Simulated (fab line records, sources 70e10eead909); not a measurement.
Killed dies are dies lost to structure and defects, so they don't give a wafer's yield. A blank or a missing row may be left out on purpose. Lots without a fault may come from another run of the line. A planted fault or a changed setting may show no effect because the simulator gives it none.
A struck lot beside a sound one | flow nand_harc | 18 steps out of a route of 1302
Sound: wafers L329.1, L329.4, L329.5. Struck: wafers L334.1, L334.5, L334.6. The cause comes at the end.
At each step with rows: each side's tool, then ch and its chambers, then its first start. Under that, the readings that differ: sound wafers | struck wafers | difference of the means | sigmas: that difference in standard deviations of wafers without a fault.
alike: readings whose means differ by less than 2 such deviations, and words and numbers that are the same on both sides. not compared: withheld readings, readings that some wafer has no value for, bounds like >300 that may hide the same value, and numbers for which the record gives no deviation and whose values overlap.
The two part at a step that has a row with sigmas, a row that says differs or no value, or rows on one side only. Numbers that don't overlap but have no deviation are shown without sigmas and don't part them. A reading that every wafer of one side lacks parts them only if that side has two wafers or more.

NHARC_P_GATE_CD_MEAS_46: target cd 720 nm.
  sound on cd_sem-03 ch 0, day 6 06:54; struck on cd_sem-01 ch 0, day 8 18:04
  alike: cd_nm
then, 1 step without rows for these wafers: NHARC_P_GATE_HARDBAKE_47 (time 80 s).
NHARC_P_GATE_DESCUM_48: chemistry O2, time 3 s.
  sound on rie_diel-09 ch 1,2, day 6 07:04; struck on rie_diel-09 ch 1,2, day 8 18:15
  alike: drypump_motor_current_A, mfc_ar_sccm, oes_product_au, rf_vpp_V, showerhead_plenum_p_Torr, throttle_valve_pct
  not compared: rf_hours_counter_h
then, 1 step without rows for these wafers: NHARC_P_GATE_IMPLANT_49.
NHARC_P_GATE_STRIP_111: strips in N2/H2, time 250 s.
  sound on plasma_asher-01 ch 0,1, day 6 07:26; struck on plasma_asher-02 ch 0,1, day 8 18:39
  alike: drypump_motor_current_A, heater_power_w
  not compared: rf_hours_counter_h
NHARC_P_GATE_STRIP_75: strips in O2.
  sound on plasma_asher-01 ch 0,1, day 6 07:44; struck on plasma_asher-02 ch 0,1, day 8 18:55
  alike: drypump_motor_current_A, heater_power_w
  not compared: rf_hours_counter_h
then, 6 steps without rows for these wafers: NHARC_P_GATE_STRIP_50 (strips in SPM, time 900 s); NHARC_P_GATE_DEHYDRATE_51 (time 120 s); NHARC_P_GATE_HMDS_52 (time 30 s); NHARC_P_GATE_COAT_53; NHARC_P_GATE_SOFTBAKE_54 (time 95 s); NHARC_P_GATE_EBR_55.
NHARC_P_GATE_EXPOSE_56: exposes mask P PSD, target cd 720 nm.
  sound on krf_scanner-01 ch 0, day 6 08:30; struck on krf_scanner-01 ch 0, day 8 19:40
  reading | sound                   | struck                           | difference | sigmas
  mask    | P_PSD#0 P_PSD#0 P_PSD#0 | P_PSD_R1#0 P_PSD_R1#0 P_PSD_R1#0 | differs    |
then, 2 steps without rows for these wafers: NHARC_P_GATE_PEB_57 (peb time 85 s); NHARC_P_GATE_DEVELOP_58 (time 70 s).
NHARC_P_GATE_CD_MEAS_59: target cd 720 nm.
  sound on cd_sem-03 ch 0, day 6 08:40; struck on cd_sem-01 ch 0, day 8 19:50
  reading    | sound             | struck            | difference | sigmas
  cd_nm (nm) | 719.9 722.0 719.0 | 712.4 711.6 711.2 | -8.6       | -9
then, 1 step without rows for these wafers: NHARC_P_GATE_HARDBAKE_60 (time 80 s).
-- the record jumps here: 19 days lie between the struck wafers' starts before and after (it left off in module P_GATE and takes up again in module END, whose first step shown is number 1302 of the route) --
NHARC_END_SORT_01:
  sound on prober-02 ch 0, day 25 15:08; struck on prober-01 ch 0, day 27 11:07
  alike: killed_at_array, killed_at_other, killed_at_periphery, killed_dies, killed_open, killed_short

WHERE THEY PART
First at NHARC_P_GATE_EXPOSE_56; last, within this record, at NHARC_P_GATE_CD_MEAS_59. Later steps at which nothing parts them and some readings are alike: NHARC_END_SORT_01.

WHY: what the simulator had put in
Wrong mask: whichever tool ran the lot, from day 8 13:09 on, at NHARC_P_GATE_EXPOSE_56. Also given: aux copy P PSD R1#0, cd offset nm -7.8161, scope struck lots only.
